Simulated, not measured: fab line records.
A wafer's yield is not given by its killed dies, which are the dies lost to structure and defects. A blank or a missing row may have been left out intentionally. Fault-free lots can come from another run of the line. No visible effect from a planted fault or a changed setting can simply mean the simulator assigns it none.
Matching of chambers || flow nandHarc || NHARC_A_BONDPAD_CMP_19 on cmp-03 has 4 sister chambers
The step polishes, t overpolish 30 s, cu recess touch 16 s, target thk 169.82 nm. 8 wafers are shown with their chamber, then 11 later ones without.

## WAFERS WITH THEIR CHAMBER
{"wafer": "L077.6", "chamber": 2, "motorCurrentA (A)": 11.9, "overpolishRunS (s)": 30.006}
{"wafer": "L080.3", "chamber": 3, "motorCurrentA (A)": 12.6, "overpolishRunS (s)": 29.995}
{"wafer": "L080.4", "chamber": 1, "motorCurrentA (A)": 11.4, "overpolishRunS (s)": 30.001}
{"wafer": "L080.5", "chamber": 3, "motorCurrentA (A)": 11.6, "overpolishRunS (s)": 29.999}
{"wafer": "L090.2", "chamber": 1, "motorCurrentA (A)": 11.4, "overpolishRunS (s)": 30.024}
{"wafer": "L090.3", "chamber": 2, "motorCurrentA (A)": 11.4, "overpolishRunS (s)": 30.014}
{"wafer": "L090.4", "chamber": 0, "motorCurrentA (A)": 11.7, "overpolishRunS (s)": 30.008}
{"wafer": "L092.1", "chamber": 0, "motorCurrentA (A)": 12.0, "overpolishRunS (s)": 29.995}

## WAFERS WITH NO CHAMBER GIVEN
{"wafer": "L092.2", "motorCurrentA (A)": 12.2, "overpolishRunS (s)": 29.989}
{"wafer": "L092.5", "motorCurrentA (A)": 11.7, "overpolishRunS (s)": 29.994}
{"wafer": "L093.2", "motorCurrentA (A)": 11.3, "overpolishRunS (s)": 30.000}
{"wafer": "L093.4", "motorCurrentA (A)": 10.5, "overpolishRunS (s)": 30.007}
{"wafer": "L093.5", "motorCurrentA (A)": 11.3, "overpolishRunS (s)": 30.001}
{"wafer": "L095.3", "motorCurrentA (A)": 11.8, "overpolishRunS (s)": 30.005}
{"wafer": "L095.5", "motorCurrentA (A)": 11.1, "overpolishRunS (s)": 29.991}
{"wafer": "L095.6", "motorCurrentA (A)": 10.9, "overpolishRunS (s)": 29.992}
{"wafer": "L096.1", "motorCurrentA (A)": 11.2, "overpolishRunS (s)": 30.005}
{"wafer": "L096.2", "motorCurrentA (A)": 11.7, "overpolishRunS (s)": 29.998}
{"wafer": "L096.5", "motorCurrentA (A)": 11.0, "overpolishRunS (s)": 29.997}

## CHAMBER TAKEN BY EACH
{"wafer": "L092.2", "from the rows above": "can't be placed: 3 or 0 or 2", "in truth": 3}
{"wafer": "L092.5", "from the rows above": "can't be placed: 0 or 3 or 2 or 1", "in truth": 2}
{"wafer": "L093.2", "from the rows above": "can't be placed: 1 or 2 or 0 or 3", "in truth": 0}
{"wafer": "L093.4", "from the rows above": "can't be placed: 1 or 2 or 0 or 3", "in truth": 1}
{"wafer": "L093.5", "from the rows above": "can't be placed: 1 or 2 or 0 or 3", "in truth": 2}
{"wafer": "L095.3", "from the rows above": "can't be placed: 0 or 2 or 3 or 1", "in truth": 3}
{"wafer": "L095.5", "from the rows above": "can't be placed: 0 or 1 or 2 or 3", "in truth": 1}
{"wafer": "L095.6", "from the rows above": "can't be placed: 1 or 0 or 2 or 3", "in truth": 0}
{"wafer": "L096.1", "from the rows above": "can't be placed: 1 or 2 or 0 or 3", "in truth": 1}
{"wafer": "L096.2", "from the rows above": "can't be placed: 0 or 3 or 2 or 1", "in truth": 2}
{"wafer": "L096.5", "from the rows above": "can't be placed: 1 or 2 or 0 or 3", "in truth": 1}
0 of 11 placed correctly. Cannot be placed on the basis of these rows: 11; the candidates contain the true chamber in 11. 0 placed wrongly.
How it was worked out, from the rows above alone: a wafer's distance from a chamber is the root of the sum, over the readings, of the square of ((its reading less the chamber's mean) divided by the reading's scatter). The wafer belongs to the nearest chamber; if the next one is less than 2 further off, it can't be placed. A chamber's mean is the mean of its shown wafers. How the scatter is found: for the shown wafers, subtract from each reading the mean of its chamber, square and add these, divide the total by (wafers less chambers), then take the root.
